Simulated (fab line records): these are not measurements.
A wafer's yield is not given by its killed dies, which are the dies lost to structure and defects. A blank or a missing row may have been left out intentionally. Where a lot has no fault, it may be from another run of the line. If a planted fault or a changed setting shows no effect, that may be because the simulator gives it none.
What tool caused it? | flow n5Finfet | 24 lots, 72 wafers sampled, at 3 steps of a route of 1938

WHAT EACH GAUGE READ, for each wafer
N5_BEOL_M1_CD_MEAS_28: target cd y 23.3 nm.
lot  | measured     | on       | cdNm (nm)
L074 | day 6 06:28  | cdSem-01 | 24.52 24.21 24.21
L075 | day 6 12:29  | cdSem-03 | 23.91 24.38 24.26
L076 | day 6 19:08  | cdSem-01 | 24.09 24.08 24.68
L077 | day 7 02:47  | cdSem-02 | 24.16 24.06 23.81
L078 | day 7 03:06  | cdSem-02 | 23.88 24.10 23.69
L079 | day 7 12:34  | cdSem-01 | 23.81 24.23 24.07
L080 | day 7 20:56  | cdSem-03 | 24.23 23.99 23.87
L082 | day 8 01:16  | cdSem-01 | 24.28 24.11 24.27
L081 | day 8 01:27  | cdSem-01 | 23.86 24.31 24.12
L083 | day 8 06:58  | cdSem-02 | 23.65 23.81 23.99
L084 | day 8 17:08  | cdSem-03 | 23.93 24.19 23.79
L085 | day 8 21:19  | cdSem-02 | 23.77 23.64 23.94
L086 | day 9 09:48  | cdSem-02 | 23.91 24.11 23.88
L087 | day 9 13:52  | cdSem-01 | 23.69 24.72 24.04
L088 | day 9 18:20  | cdSem-02 | 24.13 24.05 24.25
L089 | day 9 19:07  | cdSem-01 | 23.94 23.64 24.00
L090 | day 10 00:22 | cdSem-01 | 24.05 23.77 23.92
L091 | day 10 05:31 | cdSem-03 | 24.35 23.82 24.11
L092 | day 10 14:54 | cdSem-02 | 23.97 24.01 23.93
L093 | day 10 16:50 | cdSem-02 | 24.02 24.20 24.31
L094 | day 11 00:50 | cdSem-01 | 24.03 23.90 23.40
L095 | day 11 11:16 | cdSem-01 | 24.05 24.05 24.51
L096 | day 11 13:40 | cdSem-03 | 23.73 24.18 24.87
L097 | day 11 21:36 | cdSem-03 | 24.45 24.32 24.32

N5_BEOL_M1_INSPECT_30: inspects for defects (brightfield).
lot  | measured     | on               | rawDefectCount
L074 | day 6 06:33  | defectInspect-01 | 428 519 549
L075 | day 6 12:34  | defectInspect-01 | 373 295 262
L076 | day 6 19:13  | defectInspect-02 | 449 338 553
L077 | day 7 02:53  | defectInspect-02 | 439 455 479
L078 | day 7 03:11  | defectInspect-02 | 476 493 447
L079 | day 7 12:40  | defectInspect-02 | 412 527 412
L080 | day 7 21:01  | defectInspect-02 | 467 381 554
L082 | day 8 01:22  | defectInspect-01 | 215 454 242
L081 | day 8 01:32  | defectInspect-02 | 323 401 417
L083 | day 8 07:03  | defectInspect-01 | 355 484 303
L084 | day 8 17:13  | defectInspect-01 | 351 427 363
L085 | day 8 21:25  | defectInspect-01 | 320 369 280
L086 | day 9 09:53  | defectInspect-02 | 526 514 506
L087 | day 9 13:58  | defectInspect-01 | 637 277 430
L088 | day 9 18:26  | defectInspect-02 | 356 244 427
L089 | day 9 19:13  | defectInspect-02 | 550 318 451
L090 | day 10 00:26 | defectInspect-02 | 431 505 399
L091 | day 10 05:35 | defectInspect-01 | 300 325 354
L092 | day 10 14:59 | defectInspect-01 | 290 313 274
L093 | day 10 16:55 | defectInspect-02 | 481 367 429
L094 | day 11 00:55 | defectInspect-01 | 333 275 427
L095 | day 11 11:21 | defectInspect-01 | 269 314 341
L096 | day 11 13:46 | defectInspect-02 | 565 501 555
L097 | day 11 21:41 | defectInspect-02 | 407 407 355

WHICH TOOL RAN EACH LOT (tool, then ch and the chambers of the sampled wafers, then the start)
lot  | N5_BEOL_M1_STRIP_19
L074 | rieDiel-04 ch 1,2, day 6 05:51
L075 | rieDiel-04 ch 0,2, day 6 11:58
L076 | rieDiel-06 ch 0,2,3, day 6 18:44
L077 | rieDiel-04 ch 1,2, day 7 02:17
L078 | rieDiel-06 ch 2,3, day 7 02:43
L079 | rieDiel-03 ch 0,2, day 7 12:11
L080 | rieDiel-03 ch 0,1,2, day 7 20:25
L082 | rieDiel-04 ch 0,1,3, day 8 00:45
L081 | rieDiel-06 ch 0,2,3, day 8 00:50
L083 | rieDiel-04 ch 0,2,3, day 8 06:27
L084 | rieDiel-03 ch 0,2,3, day 8 16:37
L085 | rieDiel-03 ch 2,3, day 8 20:56
L086 | rieDiel-04 ch 0,2, day 9 09:17
L087 | rieDiel-06 ch 1,2, day 9 13:19
L088 | rieDiel-03 ch 0,1,3, day 9 17:57
L089 | rieDiel-03 ch 0,2,3, day 9 18:44
L090 | rieDiel-06 ch 0,1, day 9 23:50
L091 | rieDiel-06 ch 0,1,3, day 10 05:07
L092 | rieDiel-03 ch 0,2,3, day 10 14:23
L093 | rieDiel-03 ch 0,2,3, day 10 16:28
L094 | rieDiel-03 ch 1,2,3, day 11 00:26
L095 | rieDiel-03 ch 0,1,3, day 11 10:44
L096 | rieDiel-03 ch 1,2,3, day 11 13:09
L097 | rieDiel-03 ch 0,1,3, day 11 21:05
- N5_BEOL_M1_STRIP_19: strips in O2.

AS READ BY THE TOOLS THEMSELVES (means over the sampled wafers that have a number; for cases with no such wafer, the mark the record gives instead)
N5_BEOL_M1_STRIP_19.
lot  | tool       | drypumpMotorCurrentA (A) | oesProductAu (a.u.) | rfVppV (V) | showerheadPlenumPTorr (Torr) | tempC (C) | throttleValvePct (%)
L074 | rieDiel-04 | 5.2                      | 0.86                | 3.4        | 2.21                         | 40.07     | 16.44
L075 | rieDiel-04 | 5.7                      | 0.93                | 3.6        | 2.20                         | 39.95     | 16.54
L076 | rieDiel-06 | 5.8                      | 0.89                | 3.6        | 2.11                         | 39.95     | 16.40
L077 | rieDiel-04 | 4.9                      | 0.78                | 4.1        | 2.18                         | 39.88     | 16.49
L078 | rieDiel-06 | 5.8                      | 0.84                | 3.7        | 2.09                         | 40.06     | 16.40
L079 | rieDiel-03 | 5.4                      | 0.81                | 4.2        | 2.08                         | 39.85     | 16.69
L080 | rieDiel-03 | 5.5                      | 0.81                | 3.6        | 2.14                         | 40.04     | 16.66
L082 | rieDiel-04 | 5.5                      | 0.84                | 3.5        | 2.15                         | 39.95     | 16.51
L081 | rieDiel-06 | 5.8                      | 0.87                | 3.5        | 2.11                         | 40.01     | 16.40
L083 | rieDiel-04 | 5.8                      | 0.90                | 3.6        | 2.17                         | 39.93     | 16.49
L084 | rieDiel-03 | 5.7                      | 0.86                | 3.7        | 2.16                         | 39.88     | 16.61
L085 | rieDiel-03 | 5.5                      | 0.76                | 3.7        | 2.08                         | 39.96     | 16.81
L086 | rieDiel-04 | 6.1                      | 0.88                | 4.1        | 2.17                         | 39.99     | 16.72
L087 | rieDiel-06 | 5.8                      | 0.83                | 3.9        | 2.09                         | 40.00     | 16.39
L088 | rieDiel-03 | 5.9                      | 0.86                | 3.5        | 2.22                         | 39.91     | 16.60
L089 | rieDiel-03 | 5.7                      | 0.84                | 3.6        | 2.15                         | 39.93     | 16.62
L090 | rieDiel-06 | 6.2                      | 0.82                | 4.1        | 2.16                         | 39.97     | 16.65
L091 | rieDiel-06 | 6.2                      | 0.78                | 3.9        | 2.14                         | 39.96     | 16.66
L092 | rieDiel-03 | 5.7                      | 0.83                | 3.2        | 2.15                         | 39.98     | 16.65
L093 | rieDiel-03 | 5.7                      | 0.83                | 3.8        | 2.15                         | 40.06     | 16.65
L094 | rieDiel-03 | 5.6                      | 0.76                | 3.6        | 2.13                         | 40.07     | 16.82
L095 | rieDiel-03 | 5.8                      | 0.84                | 3.8        | 2.21                         | 39.94     | 16.61
L096 | rieDiel-03 | 5.6                      | 0.76                | 3.7        | 2.13                         | 39.99     | 16.82
L097 | rieDiel-03 | 5.8                      | 0.83                | 3.3        | 2.21                         | 40.08     | 16.62

THE ANSWER, worked out from the rows above alone
Rule: the lots themselves supply what counts as usual. The widest of any qualifying gaps counts: lots, ordered by their means at a reading, are off when they make up no more than a third of the lots, leave a main group of 4 or more, and stand apart from it by 3 or more times the standard deviation of that group's means. The tables above print the reading to a certain number of digits; a main group whose means all agree to those digits is not used. Also off: a lot with no number at a reading for which 4 or more lots have one. All remaining lots with rows at the step are treated as sound. Order of review: gauges by route order, followed by the tools' own readings, for which a lot's mean as printed above is used. The first step at which some lot is off is used, and at that step the reading that is off furthest; a lot without a number counts as furthest.
No lot is off on any of the readings shown, so nothing can be concluded from this.

WHAT THE SIMULATOR HAD PUT IN
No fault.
